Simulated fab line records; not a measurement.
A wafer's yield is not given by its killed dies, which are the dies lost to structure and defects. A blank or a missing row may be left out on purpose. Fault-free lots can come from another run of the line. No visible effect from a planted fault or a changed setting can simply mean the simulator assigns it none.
fab line records | flow nand-harc
[record] lots = 6 | wafers = 18 | last-day = 25
route steps=1159 shown A_CONTACT@847 END@1159
lots that met no fault: from a run of the same line without faults
start-h: hours from the record's first day to the start of the lot's first wafer shown | wait-h: how many hours have passed since the lot's step before this one | " repeats the value in the row above | L1.1+2: one row covering several wafers at once | - value missing, or start not given | * or withheld: withheld | < > ~ a bound
route shown NAME@n: names a module that has steps shown in the file, with the first one's number in the route | usual: the fault-free wafers' mean and standard deviation | same: alike in all rows | chamber/n: place in a boat | sites: each site's reading | _std_site: the values' standard deviation | _edge_site: inner sites' mean taken away from outer sites' mean | radius-mm: for every site, how far away it sits from the centre of the wafer | mask NAME#n: copy n | behind: the tool/chamber that last shaped the wafer | hold: what put the lot on hold/how long, in hours/how the hold closed | device: the n, p or np transistor that did not switch | end of line: tests run on the same wafers once the route is complete | for a step that has no rows: nothing shown but its recipe | killed: count of dies lost to structure and defects at first sort (not the wafer's yield) | map: dies across one wafer; x = killed, . = not, _ = none there
set.NAME: the setting as run; set.NAME@STEP: as run at that earlier step | model.NAME: the simulator's own value behind a step, which no gauge read
lots seen at some steps along the route; tables by step, rows by wafer
services: the hour from which a tool's chamber was out of use, counted from the record's first day as start-h (under 0 if before that day), plus the number of hours and why
[[steps]]
[step NHARC_A_CONTACT_COAT_35]
[recipe] temp-c = 225 | time-s = 65
[step NHARC_A_CONTACT_COAT_36]
[recipe] spin-rpm = 1500 | resist-thk-nm = 90
[step NHARC_A_CONTACT_SOFTBAKE_37]
[recipe] temp-c = 105 | time-s = 55
[step NHARC_A_CONTACT_EBR_38]
[step NHARC_A_CONTACT_EXPOSE_39]
[recipe] na = 1.35 | sigma-outer = 0.8 | dose-mj = 58.79 | mask-id = A_CC_3
[step NHARC_A_CONTACT_PEB_40]
[recipe] peb-temp-c = 100 | peb-time-s = 65
[step NHARC_A_CONTACT_DEVELOP_41]
[recipe] develop-time-s = 35 | dev-temp-c = 23
[step NHARC_A_CONTACT_CD_MEAS_42]
[recipe] target-cd-nm = 200 | landing-energy-ev = 500
[usual] cd-nm = 200.0/0.65
[same] landing-energy-ev = 500
lot.wafer | tool      | chamber | start-h | wait-h | cd-nm
L304.4    | cd-sem-01 | 0       | 369.04  | -      | 201.1
L304.5    | "         | 0       | "       | "      | 200.9
L304.6    | "         | 0       | "       | "      | 200.7
L308.2    | cd-sem-03 | 0       | 384.70  | -      | 200.1
L308.4    | "         | 0       | "       | "      | 199.9
L308.5    | "         | 0       | "       | "      | 199.8
L317.1    | cd-sem-03 | 0       | 443.69  | -      | 199.2
L317.2    | "         | 0       | "       | "      | 199.5
L317.3    | "         | 0       | "       | "      | 200.3
L318.3    | cd-sem-02 | 0       | 456.83  | -      | 200.0
L318.5    | "         | 0       | "       | "      | 200.2
L318.6    | "         | 0       | "       | "      | 199.4
L326.1    | cd-sem-02 | 0       | 497.15  | -      | 200.9
L326.2    | "         | 0       | "       | "      | 200.1
L326.3    | "         | 0       | "       | "      | 199.9
L327.3    | cd-sem-02 | 0       | 510.76  | -      | 198.9
L327.4    | "         | 0       | "       | "      | 199.1
L327.6    | "         | 0       | "       | "      | 199.9
[step NHARC_A_CONTACT_OVL_MEAS_43]
[usual] overlay-x-nm = -0.1/0.86 | overlay-y-nm = -0.5/0.92
lot.wafer | tool       | chamber | start-h | wait-h | overlay-x-nm | overlay-y-nm
L304.4    | overlay-02 | -       | 369.12  | -      | 0.1          | -0.3
L304.5    | "          | -       | "       | "      | 0.2          | -0.1
L304.6    | "          | -       | "       | "      | -0.1         | 0.0
L308.2    | overlay-01 | -       | 384.79  | -      | -1.3         | -0.9
L308.4    | "          | -       | "       | "      | -1.0         | -0.6
L308.5    | "          | -       | "       | "      | -1.0         | -0.7
L317.1    | overlay-01 | -       | 443.78  | -      | 0.3          | -0.5
L317.2    | "          | -       | "       | "      | 0.1          | -1.0
L317.3    | "          | -       | "       | "      | -0.3         | -1.5
L318.3    | overlay-02 | -       | 456.91  | -      | 1.3          | -0.4
L318.5    | "          | -       | "       | "      | 0.6          | 0.4
L318.6    | "          | -       | "       | "      | 1.0          | -0.5
L326.1    | overlay-02 | -       | 497.23  | -      | -1.7         | -0.1
L326.2    | "          | -       | "       | "      | -1.7         | -0.6
L326.3    | "          | -       | "       | "      | -0.9         | -0.3
L327.3    | overlay-02 | -       | 510.84  | -      | -1.8         | -1.5
L327.4    | "          | -       | "       | "      | -1.5         | -1.1
L327.6    | "          | -       | "       | "      | -1.4         | -1.4
[step NHARC_A_CONTACT_INSPECT_44]
[usual] raw-defect-count = 28/15
lot.wafer | tool              | chamber | start-h | wait-h | raw-defect-count
L304.4    | defect-inspect-01 | -       | 369.16  | 0.0    | 14
L304.5    | "                 | -       | "       | "      | 13
L304.6    | "                 | -       | "       | "      | 7
L308.2    | defect-inspect-01 | -       | 384.82  | 0.0    | 38
L308.4    | "                 | -       | "       | "      | 39
L308.5    | "                 | -       | "       | "      | 34
L317.1    | defect-inspect-01 | -       | 443.82  | 0.0    | 17
L317.2    | "                 | -       | "       | "      | 18
L317.3    | "                 | -       | "       | "      | 18
L318.3    | defect-inspect-01 | -       | 456.95  | 0.0    | 21
L318.5    | "                 | -       | "       | "      | 13
L318.6    | "                 | -       | "       | "      | 25
L326.1    | defect-inspect-01 | -       | 497.27  | 0.0    | 15
L326.2    | "                 | -       | "       | "      | 19
L326.3    | "                 | -       | "       | "      | 16
L327.3    | defect-inspect-02 | -       | 510.88  | 0.0    | 13
L327.4    | "                 | -       | "       | "      | 17
L327.6    | "                 | -       | "       | "      | 20
[step NHARC_A_CONTACT_DESCUM_47]
[recipe] time-s = 3 | o2-flow-sccm = 200 | ar-flow-sccm = 0 | bias-power-w = 0 | chemistry = O2
[usual] drypump-motor-current-A = 5.7/0.37 | oes-product-au = 0.997/0.012 | rf-vpp-V = 57.7/0.95 | showerhead-plenum-p-Torr = 1.91/0.1 | throttle-valve-pct = 11.311/0.0093
lot.wafer | tool        | chamber | start-h | wait-h | drypump-motor-current-A | oes-product-au | rf-hours-counter-h | rf-vpp-V | showerhead-plenum-p-Torr | throttle-valve-pct
L304.4    | rie-diel-03 | 0       | 369.23  | 0.1    | 5.6                     | 0.991          | 24                 | 59.2     | 1.92                     | 11.315
L304.6    | "           | 2       | "       | "      | 5.7                     | 0.991          | -                  | 58.5     | 2.03                     | 11.309
L304.5    | "           | 3       | "       | "      | 5.2                     | 1.017          | -                  | 58.4     | 1.76                     | 11.308
L308.4    | rie-diel-03 | 2       | 384.90  | 0.1    | 5.7                     | 0.978          | 30                 | 58.1     | 2.03                     | 11.317
L308.2    | "           | 3       | "       | "      | 5.3                     | 1.003          | 29                 | 56.5     | 1.76                     | 11.327
L308.5    | "           | 1       | "       | "      | 6.4                     | 0.987          | -                  | 57.4     | 1.78                     | 11.312
L317.2    | rie-diel-03 | 1       | 443.88  | 0.1    | 6.4                     | 0.979          | 6                  | 56.9     | 1.78                     | 11.317
L317.3    | "           | 2       | "       | "      | 5.7                     | 0.997          | 6                  | 59.7     | 2.03                     | 11.313
L317.1    | "           | 0       | "       | "      | 5.5                     | 0.990          | 6                  | 58.0     | 1.91                     | 11.309
L318.3    | rie-diel-03 | 3       | 457.06  | 0.1    | 5.2                     | 1.014          | 9                  | 58.9     | 2.07                     | 11.314
L318.5    | "           | 0       | "       | "      | 5.5                     | 0.985          | -                  | 58.1     | 1.91                     | 11.317
L318.6    | "           | 1       | "       | "      | 6.4                     | 0.985          | -                  | 57.0     | 1.78                     | 11.310
L326.3    | rie-diel-05 | 1       | 497.34  | 0.1    | 5.6                     | 1.000          | 57                 | 56.9     | 1.80                     | 11.298
L326.1    | "           | 2       | "       | "      | 5.7                     | 0.999          | 57                 | 59.5     | 1.94                     | 11.311
L326.2    | "           | 3       | "       | "      | 5.3                     | 1.023          | 56                 | 59.0     | 1.94                     | 11.307
L327.3    | rie-diel-05 | 1       | 510.97  | 0.1    | 5.6                     | 0.981          | 62                 | 56.8     | 1.80                     | 11.313
L327.4    | "           | 0       | "       | "      | 6.3                     | 0.993          | 61                 | 58.1     | 1.89                     | 11.308
L327.6    | "           | 2       | "       | "      | 5.7                     | 0.987          | -                  | 58.0     | 1.93                     | 11.319
[step NHARC_A_CONTACT_ETCH_48]
[recipe] target-depth-a = 390 | over-etch-frac = 0.3 | time-s = 65 | ion-energy-ev = 80 | cf4-flow-sccm = 150 | ar-flow-sccm = 0 | rf-w = 300 | bias-w = 100 | chemistry = CF4
[usual] drypump-motor-current-A = 5.7/0.38 | oes-product-au = 0.997/0.011 | rf-vpp-V = 151.1/1.3 | run-length-s = 86.3/0.4 | showerhead-plenum-p-Torr = 1.76/0.085 | throttle-valve-pct = 13.285/0.0084
lot.wafer | tool        | chamber | start-h | wait-h | drypump-motor-current-A | oes-product-au | rf-hours-counter-h | rf-vpp-V | run-length-s | showerhead-plenum-p-Torr | throttle-valve-pct
L304.4    | rie-diel-03 | 0       | 369.31  | 0.1    | 5.6                     | 0.987          | 24                 | 151.1    | 86.4         | 1.77                     | 13.289
L304.6    | "           | 2       | "       | "      | 5.8                     | 0.995          | -                  | 151.5    | 86.3         | 1.87                     | 13.297
L304.5    | "           | 3       | "       | "      | 5.3                     | 1.018          | -                  | 149.0    | 86.8         | 1.64                     | 13.290
L308.4    | rie-diel-03 | 1       | 384.98  | 0.1    | 6.4                     | 0.988          | 30                 | 148.8    | 86.5         | 1.66                     | 13.279
L308.2    | "           | 3       | "       | "      | 5.3                     | 1.003          | 29                 | 150.5    | 86.5         | 1.64                     | 13.284
L308.5    | "           | 0       | "       | "      | 5.5                     | 0.999          | -                  | 151.2    | 86.1         | 1.77                     | 13.300
L317.2    | rie-diel-03 | 0       | 444.02  | 0.1    | 5.6                     | 0.985          | 6                  | 151.3    | 85.7         | 1.77                     | 13.265
L317.3    | "           | 2       | "       | "      | 5.7                     | 0.995          | 6                  | 153.2    | 86.6         | 1.86                     | 13.304
L317.1    | "           | 3       | "       | "      | 5.3                     | 1.010          | 7                  | 155.2    | 86.7         | 1.91                     | 13.276
L318.3    | rie-diel-03 | 0       | 457.14  | 0.1    | 5.6                     | 0.991          | 9                  | 152.3    | 86.3         | 1.77                     | 13.285
L318.5    | "           | 2       | "       | "      | 5.7                     | 0.991          | -                  | 153.3    | 86.3         | 1.86                     | 13.287
L318.6    | "           | 3       | "       | "      | 5.3                     | 1.003          | -                  | 153.9    | 86.6         | 1.91                     | 13.281
L326.1    | rie-diel-05 | 2       | 497.43  | 0.1    | 5.6                     | 0.992          | 57                 | 151.9    | 86.5         | 1.79                     | 13.285
L326.2    | "           | 3       | "       | "      | 5.3                     | 1.024          | 56                 | 151.5    | 85.9         | 1.79                     | 13.276
L326.3    | "           | 0       | "       | "      | 6.3                     | 0.989          | 55                 | 150.6    | 86.4         | 1.75                     | 13.269
L327.4    | rie-diel-05 | 1       | 511.28  | 0.3    | 5.6                     | 0.996          | 63                 | 149.6    | 86.1         | 1.67                     | 13.275
L327.3    | "           | 3       | "       | "      | 5.3                     | 1.016          | 62                 | 150.4    | 86.1         | 1.79                     | 13.279
L327.6    | "           | 2       | "       | "      | 5.7                     | 1.001          | -                  | 151.0    | 86.3         | 1.79                     | 13.286
[step NHARC_A_CONTACT_ETCH_49]
[recipe] target-depth-a = 2600 | over-etch-frac = 0.3 | time-s = 475.3 | ion-energy-ev = 200 | n2-flow-sccm = 150 | h2-flow-sccm = 150 | ar-flow-sccm = 0 | rf-w = 400 | bias-w = 150 | chemistry = N2/H2
[usual] drypump-motor-current-A = 5.7/0.36 | oes-product-au = 0.997/0.011 | rf-vpp-V = 430/3 | run-length-s = 496.6/0.43 | showerhead-plenum-p-Torr = 2.04/0.11 | throttle-valve-pct = 14.171/0.0093
lot.wafer | tool        | chamber | start-h | wait-h | drypump-motor-current-A | oes-product-au | rf-hours-counter-h | rf-vpp-V | run-length-s | showerhead-plenum-p-Torr | throttle-valve-pct
L304.4    | rie-diel-03 | 1       | 369.46  | -      | 6.3                     | 0.992          | 26                 | 426      | 497.1        | 1.90                     | 14.180
L304.6    | "           | 3       | "       | "      | 5.3                     | 1.009          | -                  | 426      | 496.7        | 1.88                     | 14.171
L304.5    | "           | 0       | "       | "      | 5.6                     | 0.994          | -                  | 430      | 496.0        | 2.04                     | 14.184
L308.2    | rie-diel-03 | 3       | 385.06  | -      | 5.3                     | 1.013          | 29                 | 426      | 497.2        | 1.87                     | 14.174
L308.4    | "           | 2       | "       | "      | 5.8                     | 0.999          | 30                 | 433      | 496.5        | 2.17                     | 14.167
L308.5    | "           | 0       | "       | "      | 5.5                     | 0.993          | -                  | 431      | 496.7        | 2.04                     | 14.179
L317.2    | rie-diel-03 | 0       | 444.15  | -      | 5.6                     | 0.992          | 7                  | 431      | 373.1        | 2.04                     | 14.172
L317.3    | "           | 1       | "       | "      | 6.4                     | 0.974          | 6                  | 427      | 496.9        | 1.89                     | 14.176
L317.1    | "           | 2       | "       | "      | 5.7                     | 0.989          | 6                  | 433      | 496.7        | 2.16                     | 14.182
L318.3    | rie-diel-03 | 1       | 457.42  | -      | 6.3                     | 0.969          | 8                  | 427      | 496.7        | 1.89                     | 14.175
L318.6    | "           | 0       | "       | "      | 5.5                     | 0.990          | -                  | 430      | 373.9        | 2.04                     | 14.181
L318.5    | "           | 1       | "       | "      | 6.4                     | 0.973          | -                  | 427      | 496.8        | 1.89                     | 14.158
L326.3    | rie-diel-05 | 3       | 497.52  | -      | 5.4                     | 1.017          | 56                 | 431      | 496.2        | 2.06                     | 14.194
L326.1    | "           | 1       | "       | "      | 5.6                     | 0.991          | 57                 | 427      | 497.0        | 1.92                     | 14.174
L326.2    | "           | 2       | "       | "      | 5.7                     | 0.986          | 57                 | 432      | 497.2        | 2.06                     | 14.181
L327.4    | rie-diel-05 | 0       | 511.40  | -      | 6.3                     | 0.997          | 62                 | 430      | 496.6        | 2.02                     | 14.150
L327.3    | "           | 2       | "       | "      | 5.7                     | 0.997          | 63                 | 430      | 496.8        | 2.06                     | 14.183
L327.6    | "           | 0       | "       | "      | 6.3                     | 0.993          | -                  | 430      | 496.5        | 2.02                     | 14.175
[step NHARC_A_CONTACT_ETCH_50]
[recipe] target-depth-a = 847 | time-s = 42.4 | cf4-flow-sccm = 100 | chf3-flow-sccm = 30 | ar-flow-sccm = 0 | rf-w = 500 | bias-w = 200 | chemistry = CF4/CHF3
[usual] drypump-motor-current-A = 5.7/0.37 | oes-product-au = 0.944/0.022 | rf-vpp-V = 370.6/2.8 | run-length-s = 63.7/0.44 | showerhead-plenum-p-Torr = 1.58/0.078 | throttle-valve-pct = 16.803/0.0086
lot.wafer | tool        | chamber | start-h | wait-h | drypump-motor-current-A | oes-product-au | rf-hours-counter-h | rf-vpp-V | run-length-s | showerhead-plenum-p-Torr | throttle-valve-pct
L304.4    | rie-diel-03 | 2       | -       | -      | 5.7                     | 0.948          | 27                 | 373.6    | 64.0         | 1.66                     | 16.812
L304.6    | "           | 0       | "       | "      | 5.5                     | 0.964          | -                  | 370.7    | 63.4         | 1.58                     | 16.804
L304.5    | "           | 1       | "       | "      | 6.4                     | 0.982          | -                  | 367.3    | 63.9         | 1.47                     | 16.800
L308.4    | rie-diel-03 | 1       | -       | -      | 6.4                     | 0.955          | 30                 | 366.5    | 64.1         | 1.47                     | 16.796
L308.2    | "           | 3       | "       | "      | 5.3                     | 0.989          | 29                 | 367.9    | 64.4         | 1.46                     | 16.795
L308.5    | "           | 1       | "       | "      | 6.3                     | 0.954          | -                  | 366.2    | 64.3         | 1.47                     | 16.799
L317.2    | rie-diel-03 | 1       | -       | -      | 6.3                     | 0.936          | 6                  | 368.0    | 64.0         | 1.47                     | 16.815
L317.1    | "           | 2       | "       | "      | 5.7                     | 0.935          | 7                  | 373.5    | 64.3         | 1.66                     | 16.792
L317.3    | "           | 0       | "       | "      | 5.5                     | 0.958          | 7                  | 370.3    | 63.1         | 1.57                     | 16.817
L318.3    | rie-diel-03 | 1       | -       | -      | 6.3                     | 0.921          | 9                  | 366.9    | 63.9         | 1.47                     | 16.799
L318.5    | "           | 2       | "       | "      | 5.7                     | 0.943          | -                  | 374.0    | 63.6         | 1.66                     | 16.802
L318.6    | "           | 3       | "       | "      | 5.2                     | 0.968          | -                  | 373.6    | 63.8         | 1.70                     | 16.800
L326.2    | rie-diel-05 | 3       | -       | -      | 5.3                     | 0.933          | 56                 | 371.1    | 63.5         | 1.59                     | 16.808
L326.3    | "           | 0       | "       | "      | 6.3                     | 0.909          | 55                 | 370.4    | 63.5         | 1.56                     | 16.810
L326.1    | "           | 2       | "       | "      | 5.7                     | 0.910          | 57                 | 370.7    | 64.5         | 1.59                     | 16.811
L327.3    | rie-diel-05 | 2       | -       | -      | 5.7                     | 0.922          | 64                 | 370.6    | 63.7         | 1.59                     | 16.797
L327.4    | "           | 0       | "       | "      | 6.3                     | 0.919          | 62                 | 370.2    | 63.5         | 1.56                     | 16.804
L327.6    | "           | 1       | "       | "      | 5.6                     | 0.921          | -                  | 367.2    | 64.1         | 1.49                     | 16.793
[step NHARC_END_SORT_01]
[recipe] temp-c = 25
[usual] killed-at-array = 25/9.2 | killed-at-other = 0.9/1.3 | killed-at-periphery = 3.3/2.3 | killed-dies = 29/9.6 | killed-open = 3.2/1.8 | killed-short = 2/1.4
[same] gross-dies = 677
lot.wafer | tool      | chamber | start-h | wait-h | killed-at-array | killed-at-other | killed-at-periphery | killed-dies | killed-open | killed-short
L308.2    | prober-01 | 0       | 451.94  | 2.8    | 33              | 0               | 4                   | 37          | 5           | 2
L308.4    | prober-01 | 0       | 453.57  | 3.4    | 28              | 0               | 2                   | 30          | 3           | 2
L308.5    | prober-01 | 0       | 454.38  | 3.8    | 25              | 1               | 2                   | 28          | 4           | 0
L317.1    | prober-01 | 0       | 512.24  | 2.5    | 24              | 2               | 1                   | 27          | 4           | 1
L317.2    | prober-01 | 0       | 513.05  | 2.8    | 275             | 0               | 3                   | 278         | 2           | 2
L317.3    | prober-01 | 0       | 513.86  | 3.1    | 19              | 0               | 1                   | 20          | 4           | 1
L318.6    | prober-02 | 0       | 545.94  | 3.9    | 313             | 5               | 0                   | 318         | 1           | 2
// killed by level:class
L308.2 A_CHANNEL_HOLE_D1:chamber-film-flake=11 A_STAIRCASE:chamber-film-flake=7 A_SLIT:chamber-film-flake=7 P_CONTACT:geometric-particle:open=2 A_ONON_D1:geometric-particle:open=2 A_WL_FILL:chamber-film-flake=2 P_M0:geometric-particle:open=1 A_CHANNEL_FILL_D1:geometric-particle:short=1
L308.4 A_CHANNEL_HOLE_D1:chamber-film-flake=15 A_SLIT:chamber-film-flake=8 A_WL_FILL:geometric-particle:short=2 P_M0:geometric-particle:open=1 A_ONON_D1:geometric-particle:open=1 A_BLC:geometric-particle:open=1 P_ZERO_WELL:chamber-film-flake=1 A_ZERO_WELL:chamber-film-flake=1
L308.5 A_CHANNEL_HOLE_D1:chamber-film-flake=12 A_SLIT:chamber-film-flake=5 A_STAIRCASE:chamber-film-flake=3 A_CONTACT:geometric-particle:open=2 A_CONTACT:chamber-film-flake=2 P_CONTACT:geometric-particle:open=1 P_M0:geometric-particle:open=1 A_WL_FILL:chamber-film-flake=1
L317.1 A_CHANNEL_HOLE_D1:chamber-film-flake=6 A_STAIRCASE:chamber-film-flake=5 A_CONTACT:chamber-film-flake=4 A_CONTACT:geometric-particle:open=2 A_SGD_CUT:chamber-film-flake=2 THIN_TSV:chamber-film-flake=2 A_SGD_CUT:geometric-particle:open=1 A_M0:geometric-particle:open=1
L317.2 A_CONTACT:area-etch=258 A_CHANNEL_HOLE_D1:chamber-film-flake=6 A_STAIRCASE:chamber-film-flake=3 A_SGD_CUT:chamber-film-flake=3 A_CONTACT:chamber-film-flake=2 P_M0:geometric-particle:open=1 P_M2:geometric-particle:short=1 A_CHANNEL_FILL_D1:geometric-particle:open=1
L317.3 A_STAIRCASE:chamber-film-flake=6 A_SGD_CUT:chamber-film-flake=3 A_CONTACT:chamber-film-flake=3 A_ONON_D1:geometric-particle:short=1 A_ONON_D1:geometric-particle:open=1 A_CHANNEL_FILL_D1:geometric-particle:open=1 A_CONTACT:geometric-particle:open=1 A_BLC:geometric-particle:open=1
L318.6 A_CONTACT:area-etch=288 A_STAIRCASE:chamber-film-flake=11 A_CHANNEL_HOLE_D1:chamber-film-flake=5 THIN_TSV:chamber-film-flake=5 A_SLIT:chamber-film-flake=3 A_CONTACT:chamber-film-flake=3 A_ONON_D1:geometric-particle:short=2 A_CONTACT:geometric-particle:open=1
// map L317.2 (x killed, . not)
____________.____________
_________xx.xxxx_________
_______xx..xx..xxx_______
______xxx.xxx.xxxxx______
_____.x.xxx..xx.xxxx_____
____xxxxxx.....xxxxxx____
____xxx..xx.x...xxxxx____
___x.xxxx.......xxxx.x___
___xx....x..xx.xx.xx.x___
__xx.x.....x....xx.x.xx__
__x.x..x.x........xx.xx__
_xx.x...xx....x......xxx_
_xx..x.............xx.xx_
_.x..........x.......xxx_
_..x........xx.....xxxxx_
_.x.x...........xx.x.xx._
xxx.x.................xxx
x.................x.xx.xx
xx.x.......x........x...x
.x................x.x.xxx
......................xxx
_x.x...............xx..x_
_xx.x...............x.xx_
_x.............x.x.xxxxx_
_x.x............x.x...xx_
_xxx......x.x.......x..x_
__xxxxx...........xxx.x__
__xxxx.xxx...x...x..xxx__
___xx.x......x...xxxxx___
___x.x.x.x..x......x.x___
____xx.x..x.....x.xxx____
____xxx....x....xxxx.____
_____x.xx..x.x..xxxx_____
______xxxxx....xxxx______
_______xxx..xxxxxx_______
_________xxxxxxx_________
____________x____________
// map L318.6 (x killed, . not)
____________.____________
_________xxxxxxx_________
_______xxxx.xx.xxx_______
______x.x.xx.xxxx.x______
_____x.xxx.xxx...x.x_____
____x..xxx.x.x.xxxxxx____
____xx...x...x..xxx..____
___x........xx...xx..x___
___xxx.x....xx..xx..xx___
__xx..x.x.........x.xxx__
__xx.x...........x..xxx__
_xxx.................xxx_
_xx...x...x.........xxx._
_xx.x..x..........xx...x_
_x............x....x...x_
_.xxxx..x.x.x.......x..x_
x.x.....x............x.xx
.xxx.x.x................x
x..xx......x.x.....x.xx.x
x.x.x..x..........x.xx.x.
xx...x........xx....x.x.x
_xx.x.xx............x.x._
_xx......x...x......xxxx_
_xx...x.xx....x..x.xxxxx_
_xx..xxx.....xxx.x..xxxx_
_xxxxx.xx...x...x.xxxxxx_
__x..xx.xx..x......xx..__
__xxxxxxx.x..x.x.x.xxxx__
___xxx.xxxx.x....x...x___
___xxxxxxxx.xx.xx.xxxx___
____xx....x..xx.x.xxx____
____xx.x..x.x..xx.xxx____
_____xxx.xxx.xx.xxxx_____
______xxxx.xxxxxxxx______
_______xxxxxxx.xxx_______
_________xxx.xxx_________
____________x____________
[[services]]
tool        | chamber | start-h | hours | kind
rie-diel-03 | 0       | 346.85  | -     | clean
rie-diel-03 | 1       | 346.85  | -     | clean
rie-diel-03 | 2       | 346.85  | -     | clean
rie-diel-03 | 3       | 346.85  | -     | clean
rie-diel-03 | 0       | 371.35  | -     | clean
rie-diel-03 | 1       | 371.35  | -     | clean
rie-diel-03 | 2       | 371.35  | -     | clean
rie-diel-03 | 3       | 371.35  | -     | clean
rie-diel-03 | -       | 392.30  | 9.0   | pm
rie-diel-03 | 0       | 392.30  | 9.0   | vent-cycle
rie-diel-03 | 1       | 392.30  | 9.0   | vent-cycle
rie-diel-03 | 2       | 392.30  | 9.0   | vent-cycle
rie-diel-03 | 3       | 392.30  | 9.0   | vent-cycle
rie-diel-03 | 0       | 401.30  | -     | clean
rie-diel-03 | 1       | 401.30  | -     | clean
rie-diel-03 | 2       | 401.30  | -     | clean
rie-diel-03 | 3       | 401.30  | -     | clean
rie-diel-03 | 3       | 401.30  | -     | consumable-replace:focus-ring
rie-diel-03 | 3       | 401.30  | -     | consumable-replace:showerhead
rie-diel-03 | 0       | 425.80  | -     | clean
rie-diel-03 | 1       | 425.80  | -     | clean
rie-diel-03 | 2       | 425.80  | -     | clean
rie-diel-03 | 3       | 425.80  | -     | clean
rie-diel-03 | 0       | 507.85  | 12.3  | repair
[[key]]
[first-sign] step = NHARC_A_CONTACT_ETCH_49 | reading = run-length-s | direction = down | sigmas = 99+ | usual = * | struck = *
[effect] step = NHARC_END_SORT_01 | reading = killed-at-array | direction = up | sigmas = 29 | usual = 25 | struck = 294
[more-kills-born-at] NHARC_A_CONTACT_ETCH_49@rie-diel-03 = 546
met-at NHARC_A_CONTACT_ETCH_49
struck-wafers L317.2,L318.6
tester-left-out L317,L318
onset-between 385.06 444.15
[fault] kind = process-parameter-drift | tool = rie-diel-03 | chamber = 0 | onset-h = 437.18 | steps = NHARC_A_CONTACT_ETCH_49 | channel = time-s | offset = * | shape = step | end-h = 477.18 | acts-in = * | stated = *
// tester-left-out: of these lots the tester's yield and bins aren't shown, on N5 and GAA mostly nor the transistor test; their killed dies are dies lost to structure and defects alone, not to doping, threshold or leakage, so they don't give the yield
